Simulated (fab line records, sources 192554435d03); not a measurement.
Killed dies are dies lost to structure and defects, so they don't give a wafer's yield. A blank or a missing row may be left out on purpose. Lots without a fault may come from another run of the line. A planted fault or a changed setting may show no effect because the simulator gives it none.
fab line records | flow n5_finfet
record lots=7 wafers=39
route steps=1938 shown DUMMY_GATE@246 SD_EPI_N@288 SD_ACTIVATION@330 HKMG_FIN@427
start_h: hours from the record's first day to the start of the lot's first wafer shown | wait_h: hours since the lot's step before | " the same as in the row above | L1.1+2: a row that stands for several wafers | - no value, or no start given | * or withheld: withheld | < > ~ a bound
route shown NAME@n: a module of which the file shows steps, and the number in the route of the first | usual: mean/standard deviation of fault-free wafers | same: alike in all rows | chamber/n: place in a boat | sites: the reading at each site | _std_site: their standard deviation | _edge_site: outer sites' mean less inner sites' | radius_mm: how far each site lies from the wafer's centre | mask NAME#n: copy n | behind: the tool/chamber that last shaped the wafer | hold: why the lot was held/for how many hours/how that ended | device: the transistor (n, p or np) that didn't switch | end of line: the same wafers' tests at the end of the route | a step without rows: its recipe alone | killed: dies lost to structure and defects at the first sort, not the wafer's yield | map: a wafer's dies, x killed, . not, _ none there
set.NAME: the setting as run; set.NAME@STEP: as run at that earlier step | model.NAME: the simulator's own value behind a step, which no gauge read
lots whose settings were changed on purpose; a table a step, a row a wafer
## steps
# step N5_DUMMY_GATE_ETCH_32
# recipe chemistry=CF4 target=SiO2 target_depth_a=35 time_s=3.9 ion_energy_ev=350 pressure_mtorr=10 icp_w=800 bias_w=400 cf4_flow_sccm=80
# columns lot.wafer tool chamber start_h wait_h set.time_s model.etch.depth_nm
L074.1 rie_si-02 3 47.43 0.1 3.482 3.106
L074.2 " 2 " " 3.482 2.986
L074.3 " 0 " " 3.9 3.514
L074.4 " 2 " " 3.482 2.983
L074.5 " 3 " " 3.9 3.51
L074.6 " 0 " " 3.9 3.511
L077.1 rie_si-03 0 73.69 0.1 3.9 3.433
L077.2 " 2 " " 3.9 3.566
L077.3 " 3 " " 3.9 3.385
L077.4 " 1 " " 3.9 3.527
L077.5 " 3 " " 3.9 3.4
L077.6 " 2 " " 3.9 3.561
L079.1 rie_si-05 3 81.63 0.1 3.9 3.466
L079.2 " 2 " " 3.9 3.511
L079.3 " 1 " " 3.9 3.516
L082.1 rie_si-03 0 95.63 0.1 3.9 3.421
L082.2 " 1 " " 3.9 3.511
L082.3 " 3 " " 3.9 3.395
L082.4 " 2 " " 3.9 3.525
L082.5 " 0 " " 3.9 3.44
L082.6 " 1 " " 3.9 3.541
L086.1 rie_si-03 0 120.08 0.1 3.509 3.093
L086.2 " 3 " " 3.9 3.415
L086.3 " 2 " " 3.9 3.575
L086.4 " 1 " " 3.509 3.175
L086.5 " 1 " " 3.9 3.549
L086.6 " 2 " " 3.509 3.209
L087.1 rie_si-02 1 125.61 0.1 3.332 2.896
L087.2 " 0 " " 3.9 3.477
L087.3 " 2 " " 3.332 2.899
L087.4 " 3 " " 3.9 3.528
L087.5 " 2 " " 3.332 2.928
L087.6 " 3 " " 3.9 3.537
L088.1 rie_si-05 1 131.04 0.1 3.9 3.47
L088.2 " 2 " " 3.9 3.49
L088.3 " 0 " " 3.9 3.466
L088.4 " 3 " " 3.9 3.471
L088.5 " 2 " " 3.9 3.474
L088.6 " 3 " " 3.9 3.484
# step N5_SD_EPI_N_EPI_21
# recipe material=Si:P dopant=P temp_c=680 pressure_torr=255 time_s=690
# columns lot.wafer tool chamber start_h wait_h set.time_s model.Si-P_of_SD_EPI_N_EPI_21.thk_nm
L074.1 epi_rpcvd-02 0 53.75 0.2 579.5 52.4
L074.2 " 0 " " 690 59.8
L074.3 " 0 " " 579.5 53
L074.4 " 0 " " 690 59
L074.5 " 0 " " 579.5 52.6
L074.6 " 0 " " 690 59.4
L077.1+6 epi_rpcvd-04 0 77.46 0.2 690 59.8
L077.2 " 0 " " 690 59.4
L077.3 " 0 " " 780.1 64.8
L077.4 " 0 " " 780.1 64.6
L077.5 " 0 " " 780.1 65.6
L079.1 epi_rpcvd-04 0 85.58 0.1 690 59.6
L079.2 " 0 " " 690 60.4
L079.3 " 0 " " 690 60
L082.1 epi_rpcvd-01 0 100.93 0.3 690 58.6
L082.2 " 0 " " 600.8 54.2
L082.3 " 0 " " 600.8 53.4
L082.4 " 0 " " 690 59.2
L082.5 " 0 " " 690 59.6
L082.6 " 0 " " 600.8 53.6
L086.1+6 epi_rpcvd-04 0 123.46 0.1 690 59.2
L086.2 " 0 " " 690 59.6
L086.3+4 " 0 " " 690 58.8
L086.5 " 0 " " 690 58
L087.1 epi_rpcvd-01 0 128.73 0.1 608.7 54.6
L087.2+3 " 0 " " 608.7 54.8
L087.4 " 0 " " 690 60.2
L087.5 " 0 " " 690 60.4
L087.6 " 0 " " 690 60
L088.1+5 epi_rpcvd-01 0 134.67 0.1 690 59
L088.2 " 0 " " 761.6 63.8
L088.3+6 " 0 " " 761.6 63.2
L088.4 " 0 " " 690 59.4
# step N5_SD_EPI_N_EPI_MEAS_23
# recipe mode=xrd
# usual thk_nm=59.1/1.3
# columns lot.wafer tool chamber start_h wait_h set.time_s@SD_EPI_N_EPI_21 thk_nm
L074.1 film_metro-01 - 56.05 1.9 579.5 53.4
L074.2 " - " " 690 59.4
L074.3 " - " " 579.5 52.5
L074.4 " - " " 690 61.2
L074.5 " - " " 579.5 53.4
L074.6 " - " " 690 59.3
L077.1 film_metro-02 - 79.76 1.9 690 62.1
L077.2 " - " " 690 59.8
L077.3 " - " " 780.1 64.4
L077.4 " - " " 780.1 64.4
L077.5 " - " " 780.1 66.1
L077.6 " - " " 690 59.2
L079.1 film_metro-02 - 87.30 1.4 690 60.1
L079.2 " - " " 690 58.5
L079.3 " - " " 690 57.9
L082.1 film_metro-02 - 103.95 2.5 690 58.3
L082.2 " - " " 600.8 54.4
L082.3 " - " " 600.8 53.5
L082.4 " - " " 690 59.4
L082.5 " - " " 690 58.8
L082.6 " - " " 600.8 55.0
L086.1 film_metro-01 - 125.18 1.4 690 59.7
L086.2 " - " " 690 60.2
L086.3 " - " " 690 59.1
L086.4 " - " " 690 58.5
L086.5 " - " " 690 56.7
L086.6 " - " " 690 60.2
L087.1 film_metro-02 - 130.45 1.5 608.7 53.9
L087.2 " - " " 608.7 56.0
L087.3 " - " " 608.7 54.9
L087.4 " - " " 690 61.2
L087.5 " - " " 690 61.6
L087.6 " - " " 690 58.2
L088.1 film_metro-01 - 136.39 1.4 690 60.0
L088.2 " - " " 761.6 63.8
L088.3 " - " " 761.6 63.0
L088.4 " - " " 690 58.6
L088.5 " - " " 690 58.8
L088.6 " - " " 761.6 62.2
# step N5_SD_EPI_N_PRECLEAN_24
# recipe chemistry=O3/DIW time_s=60 temp_c=22 o3_ppm=10
# step N5_SD_EPI_N_SRD_25
# recipe time_s=30 temp_c=23 rinse_liquid=diw dry=ipa_marangoni
# step N5_SD_ACTIVATION_RTA_00
# recipe temp_c=975 time_s=0 ambient=N2 idle_temp_c=600 ramp_up_c_per_s=150 ramp_down_c_per_s=60 cool_to_c=600
# step N5_SD_ACTIVATION_LSA_01
# recipe temp_c=1080 time_s=0.0008 ambient=N2
# step N5_SD_ACTIVATION_RS_MEAS_03
# recipe thk_meas_gauge=four-point-probe
# usual RS_SD_N=21.9/0.34 RS_SD_P=55.9/0.85
# columns lot.wafer tool chamber start_h wait_h set.time_s@SD_EPI_N_EPI_21 RS_SD_N[ohm/sq] RS_SD_P[ohm/sq]
L074.1 film_metro-02 - 63.18 0.2 579.5 24.9 56.5
L074.2 " - " " 690 21.7 55.5
L074.3 " - " " 579.5 24.5 55.7
L074.4 " - " " 690 21.8 56.3
L074.5 " - " " 579.5 24.5 56.5
L074.6 " - " " 690 21.8 56.5
L077.1 film_metro-02 - 86.08 0.2 690 21.6 57.9
L077.2 " - " " 690 22.0 58.0
L077.3 " - " " 780.1 19.9 57.6
L077.4 " - " " 780.1 19.8 58.8
L077.5 " - " " 780.1 20.0 57.5
L077.6 " - " " 690 21.7 57.0
L079.1 film_metro-02 - 94.44 0.2 690 21.9 55.0
L079.2 " - " " 690 21.5 55.4
L079.3 " - " " 690 21.4 55.1
L082.1 film_metro-01 - 109.91 0.2 690 22.2 55.4
L082.2 " - " " 600.8 23.9 57.0
L082.3 " - " " 600.8 24.0 55.9
L082.4 " - " " 690 21.9 56.9
L082.5 " - " " 690 21.8 56.8
L082.6 " - " " 600.8 24.4 55.9
L086.1 film_metro-02 - 130.81 0.2 690 21.8 57.1
L086.2 " - " " 690 21.6 57.5
L086.3 " - " " 690 22.0 57.1
L086.4 " - " " 690 21.9 56.9
L086.5 " - " " 690 22.1 56.4
L086.6 " - " " 690 21.8 56.7
L087.1 film_metro-01 - 135.64 0.2 608.7 23.6 54.7
L087.2 " - " " 608.7 23.6 55.6
L087.3 " - " " 608.7 23.5 55.1
L087.4 " - " " 690 21.5 55.2
L087.5 " - " " 690 21.5 55.3
L087.6 " - " " 690 21.6 55.3
L088.1 film_metro-02 - 141.81 0.2 690 21.8 54.7
L088.2 " - " " 761.6 20.2 54.2
L088.3 " - " " 761.6 20.7 54.0
L088.4 " - " " 690 21.6 54.3
L088.5 " - " " 690 22.1 54.2
L088.6 " - " " 761.6 20.4 54.8
# step N5_HKMG_FIN_EXPOSE_09
# recipe mask_id=NWFM na=1.35 source_shape=conventional sigma_outer=0.8 polarization=unpolarized dose_mj=39.25
# columns lot.wafer tool chamber start_h wait_h mask set.dose_mj
L074.1+2+5 arfi_scanner-03 0 79.61 - NWFM#0 39.25
L074.3+4+6 " 0 " " NWFM#0 41.85
L077.1+4+6 arfi_scanner-02 0 102.47 - NWFM#0 39.25
L077.2+3+5 " 0 " " NWFM#0 36.56
L079.1+2+3 arfi_scanner-02 0 112.90 - NWFM#0 39.25
L082.1+2+5 arfi_scanner-03 0 126.55 - NWFM#0 37.09
L082.3+4+6 " 0 " " NWFM#0 39.25
L086.1+2+4 arfi_scanner-01 0 148.28 - NWFM#0 36.44
L086.3+5+6 " 0 " " NWFM#0 39.25
L087.1+4+5 arfi_scanner-03 0 153.46 - NWFM#0 39.25
L087.2+3+6 " 0 " " NWFM#0 36.55
L088.1+2+6 arfi_scanner-03 0 158.55 - NWFM#0 37.58
L088.3+4+5 " 0 " " NWFM#0 39.25
# step N5_HKMG_FIN_PEB_10
# recipe peb_temp_c=withheld peb_time_s=60 resist=CAR-ArF
# step N5_HKMG_FIN_DEVELOP_11
# recipe develop_time_s=30 developer=TMAH resist=CAR-ArF dev_temp_c=23 rinse_liquid=diw dry=air_spin
# step N5_HKMG_FIN_CD_MEAS_12
# recipe target_cd_nm=92.8 landing_energy_ev=500 detector=se_inlens
# usual cd_nm=93.0/0.72
# columns lot.wafer tool chamber start_h wait_h set.dose_mj@HKMG_FIN_EXPOSE_09 cd_nm
L074.1 cd_sem-03 0 79.74 - 39.25 92.1
L074.2 " 0 " " 39.25 92.8
L074.3 " 0 " " 41.85 96.7
L074.4 " 0 " " 41.85 97.5
L074.5 " 0 " " 39.25 94.1
L074.6 " 0 " " 41.85 97.2
L077.1 cd_sem-02 0 102.59 - 39.25 92.9
L077.2 " 0 " " 36.56 87.7
L077.3 " 0 " " 36.56 87.6
L077.4 " 0 " " 39.25 94.4
L077.5 " 0 " " 36.56 88.8
L077.6 " 0 " " 39.25 93.2
L079.1 cd_sem-03 0 113.02 - 39.25 92.7
L079.2 " 0 " " 39.25 92.4
L079.3 " 0 " " 39.25 93.0
L082.1 cd_sem-03 0 126.68 - 37.09 88.7
L082.2 " 0 " " 37.09 88.7
L082.3 " 0 " " 39.25 93.1
L082.4 " 0 " " 39.25 93.7
L082.5 " 0 " " 37.09 89.9
L082.6 " 0 " " 39.25 93.3
L086.1 cd_sem-02 0 148.41 - 36.44 88.6
L086.2 " 0 " " 36.44 88.5
L086.3 " 0 " " 39.25 93.7
L086.4 " 0 " " 36.44 90.5
L086.5 " 0 " " 39.25 94.0
L086.6 " 0 " " 39.25 93.6
L087.1 cd_sem-03 0 153.59 - 39.25 93.0
L087.2 " 0 " " 36.55 86.9
L087.3 " 0 " " 36.55 88.3
L087.4 " 0 " " 39.25 91.9
L087.5 " 0 " " 39.25 92.7
L087.6 " 0 " " 36.55 88.4
L088.1 cd_sem-01 0 158.68 - 37.58 89.6
L088.2 " 0 " " 37.58 89.2
L088.3 " 0 " " 39.25 92.2
L088.4 " 0 " " 39.25 93.0
L088.5 " 0 " " 39.25 92.8
L088.6 " 0 " " 37.58 89.8
## key
split step=N5_DUMMY_GATE_ETCH_32 setting=time_s stated=3.9 by=wafer
response step=N5_DUMMY_GATE_ETCH_32 reading=model.etch.depth_nm change=+0.0411 per=1% r=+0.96
split step=N5_SD_EPI_N_EPI_21 setting=time_s stated=690 by=wafer
response step=N5_SD_EPI_N_EPI_21 reading=model.Si-P_of_SD_EPI_N_EPI_21.thk_nm change=+0.423 per=1% r=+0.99
response step=N5_SD_EPI_N_EPI_MEAS_23 reading=thk_nm change=* per=1% r=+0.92
response step=N5_SD_ACTIVATION_RS_MEAS_03 reading=RS_SD_N change=-0.162 per=1% r=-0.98
split step=N5_HKMG_FIN_EXPOSE_09 setting=dose_mj stated=39.25 by=wafer
response step=N5_HKMG_FIN_CD_MEAS_12 reading=cd_nm change=+0.699 per=1% r=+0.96
